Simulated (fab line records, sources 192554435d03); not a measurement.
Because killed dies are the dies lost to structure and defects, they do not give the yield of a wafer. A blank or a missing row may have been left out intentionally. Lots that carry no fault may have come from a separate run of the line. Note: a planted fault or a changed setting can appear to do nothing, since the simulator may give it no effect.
fab line records    flow n5Finfet
record lots=11  wafers=32  lastDay=17
route steps=1938 shown DUMMY_GATE@257 SD_EPI_N@273 PASSIVATION@1936
lots with no fault: from the same line, run without faults
startH: start of the lot's first displayed wafer, in hours after the record's first day    waitH: hours from the lot's prior step to this one    " identical to the entry in the row above    L1.1+2: one row covering several wafers at once    - value missing, or start not given    * or withheld: withheld    < > ~ a bound
route shown NAME@n: names a module that has steps shown in the file, with the first one's number in the route    usual: average and standard deviation across the fault-free wafers    same: alike in all rows    chamber/n: place in a boat    sites: the reading at each site    _std_site: the values' standard deviation    _edge_site: inner sites' mean taken away from outer sites' mean    radiusMm: how far each site lies from the wafer's centre    mask NAME#n: copy n    behind: the tool/chamber that last shaped the wafer    hold: why the lot was held/for how many hours/how that ended    device: names the non-switching transistor (n, p or np)    end of line: the tests these same wafers got at the end of their route    a step with no rows: only its recipe    killed: dies that structure and defects cost at the first sort, which is not the same as the wafer's yield    map: per-die view of a wafer (x killed, . not killed, _ where there is no die)
set.NAME: the run value of the setting; set.NAME@STEP: its run value at that earlier step    model.NAME: the simulator's own value behind a step, which no gauge read
a sample of lots followed through the steps of the route, with each step as a table and each wafer as a row
services: from which hour (startH, from the record's first day; less than 0 if before it) a tool's chamber was out of use, for how many hours, and why
## steps
# step N5_DUMMY_GATE_INSPECT_27
# recipe inspectInstrument=brightfield  mode=aei
# usual rawDefectCount=328/77
lot.wafer  tool              chamber  startH  waitH  rawDefectCount
L322.2     defectInspect-02  -        60.80   0.0    300
L322.3     "                 -        "       "      323
L322.6     "                 -        "       "      339
L324.1     defectInspect-02  -        71.35   0.0    203
L324.5     "                 -        "       "      345
L324.6     "                 -        "       "      254
L326.2     defectInspect-02  -        84.45   0.0    493
L326.4     "                 -        "       "      404
L326.6     "                 -        "       "      356
L327.2     defectInspect-01  -        90.02   0.0    303
L327.3     "                 -        "       "      390
L327.4     "                 -        "       "      263
L328.2     defectInspect-01  -        96.22   0.0    252
L328.3     "                 -        "       "      272
L328.6     "                 -        "       "      280
L330.1     defectInspect-02  -        112.22  0.0    232
L330.6     "                 -        "       "      273
L335.2     defectInspect-02  -        138.64  0.0    296
L335.5     "                 -        "       "      266
L335.6     "                 -        "       "      381
L336.2     defectInspect-02  -        143.99  0.0    243
L336.3     "                 -        "       "      276
L336.5     "                 -        "       "      319
L338.2     defectInspect-02  -        156.38  0.0    269
L338.4     "                 -        "       "      298
L338.5     "                 -        "       "      314
L342.1     defectInspect-02  -        178.82  0.0    240
L342.5     "                 -        "       "      239
L342.6     "                 -        "       "      317
L343.2     defectInspect-01  -        185.50  0.0    305
L343.5     "                 -        "       "      404
L343.6     "                 -        "       "      403
# step N5_SD_EPI_N_DESCUM_14
# recipe chemistry=O2  timeS=7.9  sourcePowerW=50  biasPowerW=20  pressureMtorr=20  rfFrequencyHz=2.712e+07  tempC=40  resist=CAR-ArF-block  o2FlowSccm=225
# usual chamberPressureMTorr=20.001/0.018  drypumpMotorCurrentA=5.58/0.29  oesProductAu=0.79/0.089  rfVppV=242.8/1.3  showerheadPlenumPTorr=2.07/0.06  throttleValvePct=20.40/0.24
lot.wafer  tool        chamber  startH  waitH  chamberPressureMTorr  drypumpMotorCurrentA  oesProductAu  rfHoursCounterH  rfVppV  showerheadPlenumPTorr  throttleValvePct
L322.2     rieDiel-06  2        61.89   0.0    20.013                5.54                  0.91          30               244.7   2.12                   20.26
L322.3     "           1        "       "      20.017                5.41                  0.67          251              244.2   2.15                   20.68
L322.6     "           3        "       "      20.004                5.91                  0.71          -                241.7   2.00                   20.61
L324.1     rieDiel-02  3        72.59   0.2    19.979                5.78                  0.70          232              243.1   2.07                   20.69
L324.5     "           1        "       "      19.997                5.22                  0.79          -                241.1   2.02                   20.85
L324.6     "           2        "       "      19.992                5.69                  0.74          -                243.4   2.06                   20.50
L326.2     rieDiel-03  3        85.60   0.0    19.983                5.94                  0.78          131              242.9   2.06                   20.03
L326.4     "           1        "       "      19.996                5.23                  0.83          80               240.1   2.06                   20.46
L326.6     "           3        "       "      20.024                5.95                  0.78          -                244.2   2.06                   20.02
L327.2     rieDiel-03  2        91.11   0.0    19.967                5.69                  0.95          14               243.9   2.13                   20.11
L327.3     "           3        "       "      19.974                5.89                  0.77          133              245.3   2.06                   20.03
L327.4     "           0        "       "      20.007                5.10                  0.71          206              243.8   2.17                   20.31
L328.2     rieDiel-03  1        97.66   0.0    19.996                5.22                  0.83          85               240.9   2.06                   20.46
L328.3     "           3        "       "      19.999                5.93                  0.77          136              242.5   2.06                   20.03
L328.6     "           0        "       "      20.008                5.11                  0.72          -                244.3   2.17                   20.30
L330.1     rieDiel-02  0        113.54  0.3    20.002                5.72                  0.73          187              241.7   1.97                   20.43
L330.6     "           0        "       "      20.006                5.72                  0.73          -                243.7   1.97                   20.44
L335.2     rieDiel-02  1        140.04  0.3    20.030                5.23                  0.78          115              240.4   2.02                   20.87
L335.5     "           2        "       "      20.010                5.71                  0.72          -                243.3   2.05                   20.53
L335.6     "           0        "       "      19.988                5.69                  0.73          -                239.8   1.96                   20.45
L336.2     rieDiel-06  1        144.97  0.0    20.014                5.40                  0.90          24               243.5   2.14                   20.31
L336.3     "           2        "       "      19.993                5.52                  0.87          65               244.4   2.11                   20.31
L336.5     "           2        "       "      19.990                5.55                  0.87          -                243.8   2.11                   20.30
L338.2     rieDiel-03  1        157.77  0.3    20.004                5.20                  0.80          105              243.3   2.05                   20.48
L338.4     "           2        "       "      19.986                5.70                  0.91          38               244.8   2.12                   20.15
L338.5     "           2        "       "      20.026                5.71                  0.90          -                244.9   2.12                   20.15
L342.1     rieDiel-02  3        182.76  1.5    19.986                5.76                  0.95          13               242.7   2.06                   20.37
L342.5     "           0        "       "      19.969                5.70                  0.71          -                240.9   1.96                   20.49
L342.6     "           1        "       "      20.018                5.24                  0.74          -                242.0   2.01                   20.89
L343.2     rieDiel-02  3        187.64  1.2    19.985                5.76                  0.94          15               242.7   2.06                   20.36
L343.5     "           1        "       "      20.031                5.20                  0.74          -                240.9   2.01                   20.92
L343.6     "           2        "       "      20.018                5.65                  0.69          -                241.5   2.05                   20.58
# step N5_SD_EPI_N_ETCH_16
# recipe chemistry=CHF3/O2  target=SiO2  targetDepthA=50  maskMaterial=SOC  pressureMtorr=30  sourceW=650  biasW=170  Ar_flow_sccm=200  CHF3_flow_sccm=50  O2_flow_sccm=5  ionEnergyEv=200
# usual chamberPressureMTorr=30.001/0.029  drypumpMotorCurrentA=5.58/0.3  oes_ar_750_au=0.79/0.082  oes_f_703_au=0.79/0.081  oesProductAu=0.79/0.087  rfVppV=522/16  showerheadPlenumPTorr=2.39/0.07  throttleValvePct=18.88/0.23
lot.wafer  tool        chamber  startH  waitH  chamberPressureMTorr  drypumpMotorCurrentA  oes_ar_750_au  oes_f_703_au  oesProductAu  rfHoursCounterH  rfVppV  showerheadPlenumPTorr  throttleValvePct
L322.2     rieDiel-06  2        62.50   0.1    30.048                5.53                  0.94           0.95          0.92          31               510     2.46                   18.74
L322.3     "           1        "       "      29.968                5.40                  0.71           0.71          0.68          252              523     2.47                   19.17
L322.6     "           3        "       "      30.016                5.95                  0.74           0.75          0.73          -                502     2.30                   18.99
L324.1     rieDiel-02  3        73.20   0.1    29.974                5.76                  0.70           0.69          0.70          232              536     2.38                   19.16
L324.5     "           1        "       "      29.976                5.19                  0.79           0.78          0.79          -                543     2.36                   19.39
L324.6     "           2        "       "      30.038                5.70                  0.75           0.75          0.74          -                511     2.37                   18.90
L326.2     rieDiel-03  3        86.22   0.1    30.027                5.92                  0.75           0.73          0.76          131              512     2.40                   18.70
L326.4     "           1        "       "      30.026                5.24                  0.83           0.84          0.83          80               536     2.33                   18.66
L326.6     "           3        "       "      30.032                5.92                  0.74           0.72          0.76          -                513     2.40                   18.69
L327.2     rieDiel-03  2        91.73   0.1    30.011                5.73                  0.93           0.89          0.94          14               545     2.47                   18.67
L327.3     "           3        "       "      30.021                5.87                  0.75           0.73          0.76          133              513     2.40                   18.71
L327.4     "           0        "       "      30.047                5.10                  0.72           0.72          0.71          206              533     2.49                   18.79
L328.2     rieDiel-03  1        98.28   0.1    29.972                5.20                  0.82           0.83          0.82          85               537     2.32                   18.67
L328.3     "           3        "       "      30.032                5.81                  0.74           0.72          0.76          136              511     2.40                   18.71
L328.6     "           0        "       "      30.009                5.08                  0.71           0.72          0.71          -                533     2.49                   18.80
L330.1     rieDiel-02  0        114.15  0.1    30.000                5.68                  0.75           0.75          0.73          188              494     2.29                   18.98
L330.6     "           0        "       "      30.033                5.70                  0.75           0.75          0.73          -                492     2.29                   18.98
L335.2     rieDiel-02  1        140.65  0.1    30.050                5.23                  0.77           0.76          0.77          116              542     2.35                   19.43
L335.5     "           2        "       "      29.998                5.70                  0.73           0.74          0.72          -                512     2.36                   18.96
L335.6     "           0        "       "      30.015                5.69                  0.74           0.74          0.71          -                492     2.28                   19.02
L336.2     rieDiel-06  1        145.59  0.1    30.004                5.41                  0.93           0.94          0.91          24               522     2.46                   18.78
L336.3     "           2        "       "      29.954                5.54                  0.89           0.89          0.86          65               511     2.44                   18.79
L336.5     "           2        "       "      29.981                5.52                  0.88           0.89          0.87          -                511     2.44                   18.82
L338.2     rieDiel-03  1        158.39  0.1    30.058                5.23                  0.81           0.81          0.80          105              536     2.32                   18.70
L338.4     "           2        "       "      29.996                5.72                  0.88           0.85          0.90          38               544     2.46                   18.71
L338.5     "           2        "       "      30.005                5.71                  0.87           0.84          0.90          -                547     2.46                   18.70
L342.1     rieDiel-02  3        183.38  0.1    30.000                5.77                  0.91           0.91          0.95          13               535     2.37                   18.81
L342.5     "           0        "       "      29.974                5.69                  0.73           0.73          0.71          -                492     2.27                   19.04
L342.6     "           1        "       "      29.984                5.26                  0.75           0.74          0.76          -                544     2.34                   19.47
L343.2     rieDiel-02  3        188.26  0.1    29.963                5.75                  0.90           0.90          0.95          15               537     2.37                   18.82
L343.5     "           1        "       "      30.000                5.18                  0.75           0.73          0.75          -                542     2.34                   19.48
L343.6     "           2        "       "      29.981                5.70                  0.71           0.73          0.69          -                512     2.35                   18.98
# step N5_SD_EPI_N_VAPOR_ETCH_50
# recipe chemistry=HCl  target=Si  tempC=775  timeS=54  pressureTorr=20  mode=isotropic
# usual lampInnerPct=19.1/1.4  susceptorTempC=774.9/0.35  throttleValvePct=12.1/0.47
lot.wafer  tool         chamber  startH  waitH  lampInnerPct  susceptorTempC  throttleValvePct
L322.2     epiRpcvd-03  0        63.43   0.3    17.4          774.7           12.7
L322.3     "            0        "       "      17.4          775.0           12.6
L322.6     "            0        "       "      17.4          775.3           12.7
L324.1     epiRpcvd-03  0        74.08   0.3    17.5          774.9           12.6
L324.5     "            0        "       "      17.3          775.3           12.8
L324.6     "            0        "       "      17.3          775.3           12.7
L326.2     epiRpcvd-01  0        87.36   0.3    19.3          775.1           12.3
L326.4     "            0        "       "      19.4          775.1           11.8
L326.6     "            0        "       "      19.4          775.0           12.0
L327.2     epiRpcvd-04  0        92.66   0.3    20.3          775.1           11.6
L327.3     "            0        "       "      20.4          776.4           11.7
L327.4     "            0        "       "      20.7          775.3           11.6
L328.2     epiRpcvd-04  0        99.21   0.3    20.7          774.4           11.5
L328.3     "            0        "       "      20.2          774.7           11.6
L328.6     "            0        "       "      20.3          775.0           11.7
L330.1     epiRpcvd-04  0        115.05  0.3    20.6          774.9           11.7
L330.6     "            0        "       "      20.4          774.8           11.5
L335.2     epiRpcvd-04  0        141.56  0.3    21.0          788.7           11.5
L335.5     "            0        "       "      21.4          789.4           11.8
L335.6     "            0        "       "      21.0          789.7           11.9
L336.2     epiRpcvd-04  0        146.50  0.3    21.5          789.6           11.7
L336.3     "            0        "       "      21.1          789.0           11.8
L336.5     "            0        "       "      21.1          789.4           11.6
L338.2     epiRpcvd-01  0        159.43  0.4    19.4          775.2           12.2
L338.4     "            0        "       "      19.6          775.1           11.9
L338.5     "            0        "       "      19.6          775.2           12.0
L342.1     epiRpcvd-03  0        184.26  0.3    17.4          775.3           12.7
L342.5     "            0        "       "      17.2          775.4           12.7
L342.6     "            0        "       "      17.4          774.8           12.3
L343.2     epiRpcvd-03  0        189.18  0.3    17.3          774.9           12.6
L343.5     "            0        "       "      17.5          774.6           12.9
L343.6     "            0        "       "      17.5          774.9           12.7
# step N5_PASSIVATION_PROBE_49
# usual killed_at_M0_to_M3=34/8.9  killed_at_M4_up=13/4.6  killedAtContacts=12/5.5  killedAtFrontEnd=41/11  killedAtOther=3.1/2.9  killedDies=102/16  killedOnRim=13/4.2  killedOpen=66/11  killedShort=34/7.6
# same grossDies=1180  killedAtBackSide=0
lot.wafer  tool       chamber  startH  waitH  killed_at_M0_to_M3  killed_at_M4_up  killedAtContacts  killedAtFrontEnd  killedAtOther  killedDies  killedOnRim  killedOpen  killedShort
L322.2     prober-01  -        277.57  0.1    38                  14               12                31                2              97          19           68          28
L322.3     prober-01  -        277.62  0.1    32                  11               13                50                2              108         12           67          31
L322.6     prober-01  -        277.77  0.3    31                  14               2                 42                1              90          12           67          22
L324.1     prober-01  -        286.01  0.0    48                  16               14                32                2              112         12           69          41
L324.5     prober-01  -        286.21  0.2    54                  12               5                 46                3              120         21           71          49
L324.6     prober-01  -        286.26  0.3    36                  15               15                15                5              86          7            54          32
L326.2     prober-01  -        297.28  0.1    35                  12               13                61                3              124         21           78          40
L326.4     prober-01  -        297.38  0.2    40                  13               21                34                4              112         22           70          42
L326.6     prober-01  -        297.48  0.3    20                  19               2                 41                2              84          15           62          18
L327.2     prober-01  -        305.85  0.1    32                  11               10                67                7              127         14           75          42
L327.3     prober-01  -        305.90  0.1    35                  9                16                52                5              117         10           70          47
L327.4     prober-01  -        305.95  0.2    28                  13               18                53                0              112         15           73          38
L328.2     prober-01  -        314.16  0.1    24                  23               34                41                1              123         14           76          42
L328.3     prober-01  -        314.21  0.1    27                  9                26                45                3              110         11           76          30
L328.6     prober-01  -        314.36  0.3    28                  10               16                44                5              103         13           69          32
L330.1     prober-02  -        329.95  0.0    22                  25               5                 20                1              73          7            52          21
L330.6     prober-02  -        330.20  0.3    39                  15               12                38                6              110         17           71          39
L335.2     prober-02  -        358.13  0.1    32                  13               15                56                6              122         12           76          45
L335.5     prober-02  -        358.28  0.2    33                  15               8                 56                7              119         15           76          42
L335.6     prober-02  -        358.33  0.3    26                  9                4                 38                15             92          10           67          23
L336.2     prober-02  -        362.51  0.1    28                  14               13                29                2              86          17           54          24
L336.3     prober-02  -        362.56  0.1    32                  14               7                 21                3              77          13           46          29
L336.5     prober-02  -        362.66  0.2    34                  24               7                 34                2              101         18           70          26
L338.2     prober-02  -        374.35  0.1    32                  9                10                47                3              101         13           75          26
L338.4     prober-02  -        374.45  0.2    36                  15               10                39                2              102         12           62          40
L338.5     prober-02  -        374.50  0.2    32                  12               6                 31                2              83          12           62          21
L342.1     prober-02  -        405.81  0.0    61                  3                19                39                0              122         14           82          40
L342.5     prober-02  -        406.01  0.2    44                  8                8                 39                1              100         11           73          27
L342.6     prober-02  -        406.06  0.3    48                  6                9                 41                2              106         12           71          35
L343.2     prober-01  -        407.83  0.1    25                  14               7                 38                1              85          14           45          38
L343.5     prober-01  -        407.98  0.2    33                  16               7                 27                2              85          14           55          30
L343.6     prober-01  -        408.03  0.3    42                  19               6                 36                2              105         18           63          42
# killed by level:class
L322.2 MOL_CONTACT_COAG:geometricParticle:open=9 BEOL_M1:geometricParticle:open=9 FIN_SAQP:geometricParticle:open=8 BEOL_M2:geometricParticle:open=8 BEOL_M3:geometricParticle:open=6 BEOL_M4:geometricParticle:open=6 FIN_SAQP:geometricParticle:short=5 GATE_CUT:geometricParticle:short=5
L322.3 FIN_SAQP:geometricParticle:open=12 MOL_CONTACT_COAG:geometricParticle:open=12 BEOL_M0_SAQP:geometricParticle:short=10 FIN_SAQP:geometricParticle:short=9 HKMG_FIN:areaEtch=9 BEOL_M3:geometricParticle:open=8 GATE_CUT:geometricParticle:short=6 DUMMY_GATE:geometricParticle:open=5
L322.6 BEOL_M3:geometricParticle:open=11 FIN_SAQP:geometricParticle:open=10 FIN_SAQP:geometricParticle:short=8 BEOL_M2:geometricParticle:open=6 STI_FIN_REVEAL:geometricParticle:open=5 BEOL_M0_SAQP:geometricParticle:open=5 BEOL_M7:geometricParticle:open=5 STARTING-WAFER:geometricParticle:open=5
L324.1 BEOL_M0_SAQP:geometricParticle:open=13 BEOL_M0_SAQP:geometricParticle:short=11 MOL_CONTACT_COAG:geometricParticle:open=11 FIN_SAQP:geometricParticle:open=10 BEOL_M1:geometricParticle:short=8 BEOL_M4:geometricParticle:open=8 BEOL_M3:geometricParticle:open=7 FIN_SAQP:geometricParticle:short=6
L324.5 BEOL_M0_SAQP:geometricParticle:open=21 BEOL_M0_SAQP:geometricParticle:short=18 FIN_SAQP:geometricParticle:short=13 BEOL_M1:geometricParticle:open=9 STI_FIN_REVEAL:geometricParticle:open=7 FIN_SAQP:geometricParticle:open=6 MOL_CONTACT_COAG:geometricParticle:open=5 BEOL_M4:geometricParticle:open=5
L324.6 BEOL_M0_SAQP:geometricParticle:short=15 MOL_CONTACT_COAG:geometricParticle:open=14 BEOL_M5:geometricParticle:open=8 BEOL_M0_SAQP:geometricParticle:open=7 BEOL_M2:geometricParticle:open=4 STARTING-WAFER:geometricParticle:open=4 BEOL_M1:geometricParticle:open=3 BEOL_M3:geometricParticle:open=3
L326.2 STI_FIN_REVEAL:geometricParticle:open=14 MOL_CONTACT_COAG:geometricParticle:open=11 FIN_SAQP:geometricParticle:short=8 BEOL_M0_SAQP:geometricParticle:short=8 BEOL_M0_SAQP:geometricParticle:open=8 BEOL_M1:geometricParticle:open=8 FIN_SAQP:geometricParticle:open=7 BEOL_M2:geometricParticle:open=7
L326.4 BEOL_M0_SAQP:geometricParticle:short=12 MOL_CONTACT_COAG:geometricParticle:open=11 MOL_CONTACT_COAG:geometricParticle:short=10 BEOL_M0_SAQP:geometricParticle:open=9 BEOL_M4:geometricParticle:open=9 BEOL_M2:geometricParticle:open=8 FIN_SAQP:geometricParticle:open=6 STI_FIN_REVEAL:geometricParticle:open=6
L326.6 STI_FIN_REVEAL:geometricParticle:open=16 BEOL_M4:geometricParticle:open=13 BEOL_M0_SAQP:geometricParticle:open=6 BEOL_M2:geometricParticle:open=6 STI_FIN_REVEAL:geometricParticle:short=4 BEOL_M1:geometricParticle:open=4 HKMG_FIN:areaEtch=4 GATE_CUT:geometricParticle:short=3
L327.2 STI_FIN_REVEAL:geometricParticle:open=15 DUMMY_GATE:geometricParticle:open=9 HKMG_FIN:areaEtch=9 MOL_CONTACT_COAG:geometricParticle:open=8 FIN_SAQP:geometricParticle:short=7 BEOL_M0_SAQP:geometricParticle:short=7 BEOL_M1:geometricParticle:open=7 FIN_SAQP:geometricParticle:open=6
L327.3 STI_FIN_REVEAL:geometricParticle:open=22 BEOL_M0_SAQP:geometricParticle:short=16 BEOL_M0_SAQP:geometricParticle:open=13 MOL_CONTACT_COAG:geometricParticle:open=12 STI_FIN_REVEAL:geometricParticle:short=5 FIN_SAQP:geometricParticle:short=4 FIN_SAQP:geometricParticle:open=4 DUMMY_GATE:geometricParticle:open=4
L327.4 FIN_SAQP:geometricParticle:short=17 MOL_CONTACT_COAG:geometricParticle:open=16 FIN_SAQP:geometricParticle:open=14 BEOL_M0_SAQP:geometricParticle:short=9 STI_FIN_REVEAL:geometricParticle:open=6 BEOL_M2:geometricParticle:open=6 BEOL_M4:geometricParticle:open=6 BEOL_M0_SAQP:geometricParticle:open=4
L328.2 MOL_CONTACT_COAG:geometricParticle:open=29 FIN_SAQP:geometricParticle:short=11 STI_FIN_REVEAL:geometricParticle:open=7 BEOL_M4:geometricParticle:open=7 BEOL_M0_SAQP:geometricParticle:open=6 GATE_CUT:geometricParticle:short=5 MOL_CONTACT_COAG:geometricParticle:short=5 BEOL_M1:geometricParticle:short=5
L328.3 MOL_CONTACT_COAG:geometricParticle:open=19 FIN_SAQP:geometricParticle:open=8 FIN_SAQP:geometricParticle:short=7 MOL_CONTACT_COAG:geometricParticle:short=7 STI_FIN_REVEAL:geometricParticle:open=6 BEOL_M3:geometricParticle:open=6 BEOL_M1:geometricParticle:open=6 BEOL_M0:geometricParticle:open=5
L328.6 MOL_CONTACT_COAG:geometricParticle:open=12 STI_FIN_REVEAL:geometricParticle:open=9 FIN_SAQP:geometricParticle:open=7 BEOL_M3:geometricParticle:open=6 GATE_CUT:geometricParticle:open=5 BEOL_M2:geometricParticle:short=5 STI_FIN_REVEAL:geometricParticle:short=4 MOL_CONTACT_COAG:geometricParticle:short=4
L330.1 BEOL_M4:geometricParticle:open=8 BEOL_M0_SAQP:geometricParticle:short=7 BEOL_M8:geometricParticle:open=6 FIN_SAQP:geometricParticle:open=4 MOL_CONTACT_COAG:geometricParticle:open=4 BEOL_M0_SAQP:geometricParticle:open=4 BEOL_M1:geometricParticle:open=4 GATE_CUT:geometricParticle:open=3
L330.6 FIN_SAQP:geometricParticle:short=11 MOL_CONTACT_COAG:geometricParticle:open=10 BEOL_M1:geometricParticle:open=10 BEOL_M0_SAQP:geometricParticle:short=9 FIN_SAQP:geometricParticle:open=7 BEOL_M2:geometricParticle:open=7 BEOL_M4:geometricParticle:open=6 BEOL_M0_SAQP:geometricParticle:open=5
L335.2 STI_FIN_REVEAL:geometricParticle:open=15 MOL_CONTACT_COAG:geometricParticle:open=12 DUMMY_GATE:geometricParticle:open=11 BEOL_M0_SAQP:geometricParticle:open=11 BEOL_M0_SAQP:geometricParticle:short=8 FIN_SAQP:geometricParticle:short=6 BEOL_M4:geometricParticle:open=6 STI_FIN_REVEAL:geometricParticle:short=5
L335.5 STI_FIN_REVEAL:geometricParticle:open=16 DUMMY_GATE:geometricParticle:open=8 BEOL_M0_SAQP:geometricParticle:short=8 BEOL_M3:geometricParticle:open=8 FIN_SAQP:geometricParticle:open=7 BEOL_M4:geometricParticle:open=7 GATE_CUT:geometricParticle:short=6 MOL_CONTACT_COAG:geometricParticle:open=5
L335.6 STI_FIN_REVEAL:geometricParticle:open=8 DUMMY_GATE:geometricParticle:open=8 BEOL_M0_SAQP:geometricParticle:open=8 MIM_TOP_ETCH:geometricParticle:short=8 GATE_CUT:geometricParticle:open=7 STARTING-WAFER:geometricParticle:open=5 BEOL_M2:geometricParticle:open=4 GATE_CUT:geometricParticle:short=4
L336.2 MOL_CONTACT_COAG:geometricParticle:open=10 BEOL_M0_SAQP:geometricParticle:open=9 HKMG_FIN:areaEtch=7 BEOL_M0_SAQP:geometricParticle:short=6 BEOL_M4:geometricParticle:open=6 BEOL_M1:geometricParticle:open=5 BEOL_M3:geometricParticle:open=4 STI_FIN_REVEAL:geometricParticle:open=3
L336.3 BEOL_M0_SAQP:geometricParticle:open=9 MOL_CONTACT_COAG:geometricParticle:open=7 BEOL_M0_SAQP:geometricParticle:short=7 BEOL_M4:geometricParticle:open=7 FIN_SAQP:geometricParticle:open=4 BEOL_M3:geometricParticle:open=4 FIN_SAQP:geometricParticle:short=3 BEOL_M1:geometricParticle:open=3
L336.5 BEOL_M4:geometricParticle:open=15 BEOL_M1:geometricParticle:open=11 STI_FIN_REVEAL:geometricParticle:open=7 FIN_SAQP:geometricParticle:open=6 MOL_CONTACT_COAG:geometricParticle:open=6 BEOL_M0_SAQP:geometricParticle:short=6 BEOL_M3:geometricParticle:open=5 GATE_CUT:geometricParticle:short=5
L338.2 FIN_SAQP:geometricParticle:open=15 BEOL_M1:geometricParticle:open=13 MOL_CONTACT_COAG:geometricParticle:open=10 FIN_SAQP:geometricParticle:short=5 STI_FIN_REVEAL:geometricParticle:open=5 BEOL_M0_SAQP:geometricParticle:open=5 STI_FIN_REVEAL:geometricParticle:short=4 GATE_CUT:geometricParticle:open=4
L338.4 BEOL_M3:geometricParticle:open=9 FIN_SAQP:geometricParticle:short=8 BEOL_M1:geometricParticle:open=8 MOL_CONTACT_COAG:geometricParticle:open=7 GATE_CUT:geometricParticle:open=6 BEOL_M0_SAQP:geometricParticle:short=6 FIN_SAQP:geometricParticle:open=5 GATE_CUT:geometricParticle:short=5
L338.5 FIN_SAQP:geometricParticle:short=11 BEOL_M1:geometricParticle:open=10 BEOL_M3:geometricParticle:open=9 FIN_SAQP:geometricParticle:open=8 MOL_CONTACT_COAG:geometricParticle:open=6 DUMMY_GATE:geometricParticle:open=5 BEOL_M2:geometricParticle:open=4 BEOL_M5:geometricParticle:open=4
L342.1 BEOL_M0_SAQP:geometricParticle:open=16 MOL_CONTACT_COAG:geometricParticle:open=15 FIN_SAQP:geometricParticle:open=13 BEOL_M2:geometricParticle:open=13 BEOL_M0_SAQP:geometricParticle:short=10 FIN_SAQP:geometricParticle:short=6 BEOL_M3:geometricParticle:open=5 STI_FIN_REVEAL:geometricParticle:open=4
L342.5 BEOL_M2:geometricParticle:open=12 BEOL_M3:geometricParticle:open=12 FIN_SAQP:geometricParticle:short=9 FIN_SAQP:geometricParticle:open=9 MOL_CONTACT_COAG:geometricParticle:open=8 BEOL_M0_SAQP:geometricParticle:open=8 BEOL_M0_SAQP:geometricParticle:short=7 STI_FIN_REVEAL:geometricParticle:open=7
L342.6 BEOL_M0_SAQP:geometricParticle:open=14 FIN_SAQP:geometricParticle:open=13 BEOL_M2:geometricParticle:open=12 BEOL_M0_SAQP:geometricParticle:short=7 FIN_SAQP:geometricParticle:short=6 DUMMY_GATE:geometricParticle:open=6 MOL_CONTACT_COAG:geometricParticle:open=6 GATE_CUT:geometricParticle:short=5
L343.2 STI_FIN_REVEAL:geometricParticle:open=8 MOL_CONTACT_COAG:geometricParticle:open=6 DUMMY_GATE:geometricParticle:open=5 BEOL_M0_SAQP:geometricParticle:short=5 BEOL_M3:geometricParticle:short=5 FIN_SAQP:geometricParticle:open=4 FIN_SAQP:geometricParticle:short=4 BEOL_M0_SAQP:geometricParticle:open=4
L343.5 BEOL_M4:geometricParticle:open=12 BEOL_M3:geometricParticle:open=9 BEOL_M0_SAQP:geometricParticle:short=8 BEOL_M0_SAQP:geometricParticle:open=6 STI_FIN_REVEAL:geometricParticle:open=5 STARTING-WAFER:geometricParticle:short=5 MOL_CONTACT_COAG:geometricParticle:open=4 STARTING-WAFER:geometricParticle:open=4
L343.6 BEOL_M0_SAQP:geometricParticle:short=11 STI_FIN_REVEAL:geometricParticle:open=7 BEOL_M0_SAQP:geometricParticle:open=7 BEOL_M3:geometricParticle:open=7 FIN_SAQP:geometricParticle:open=6 BEOL_M4:geometricParticle:open=6 FIN_SAQP:geometricParticle:short=5 BEOL_M1:geometricParticle:short=5
## services
tool         chamber  startH  hours  kind
rieDiel-06   0        44.90   -      clean
rieDiel-06   0        44.90   -      consumableReplace:focusRing
rieDiel-06   0        44.90   20.5   scheduledDown
rieDiel-06   0        44.90   20.5   ventCycle
epiRpcvd-03  -        59.74   2.8    pm
rieDiel-03   -        61.54   5.7    repair
rieDiel-06   1        65.46   -      clean
rieDiel-06   1        65.46   -      consumableReplace:focusRing
rieDiel-06   1        65.46   16.3   scheduledDown
rieDiel-06   1        65.46   16.3   ventCycle
rieDiel-02   0        68.45   6.2    repair
rieDiel-02   -        91.15   2.8    pm
rieDiel-06   0        91.22   16.7   repair
rieDiel-02   1        112.26  2.7    repair
rieDiel-02   3        116.22  -      clean
rieDiel-02   3        116.22  -      consumableReplace:focusRing
rieDiel-02   3        116.22  31.6   scheduledDown
rieDiel-02   3        116.22  31.6   ventCycle
epiRpcvd-01  -        117.08  27.2   pm
rieDiel-06   3        143.16  8.3    repair
rieDiel-06   -        174.34  14.6   pm
## key
firstSign step=N5_SD_EPI_N_VAPOR_ETCH_50  reading=susceptorTempC  direction=up  sigmas=40  usual=*  struck=*
effect none on later readings
metAt N5_SD_EPI_N_VAPOR_ETCH_50
struckLots L335,L336
testerLeftOut L335,L336
notActingAt N5_DUMMY_GATE_INSPECT_27,N5_SD_EPI_N_DESCUM_14,N5_SD_EPI_N_ETCH_16
onsetBetween 115.05 141.56
fault kind=processParameterDrift  tool=epiRpcvd-04  chamber=-  onsetH=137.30  steps=N5_SD_EPI_N_VAPOR_ETCH_50  channel=tempC  offset=*  shape=step  endH=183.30  actsIn=*  stated=*
# testerLeftOut: of these lots the tester's yield and bins aren't shown, on N5 and GAA mostly nor the transistor test; their killed dies are dies lost to structure and defects alone, not to doping, threshold or leakage, so they don't give the yield
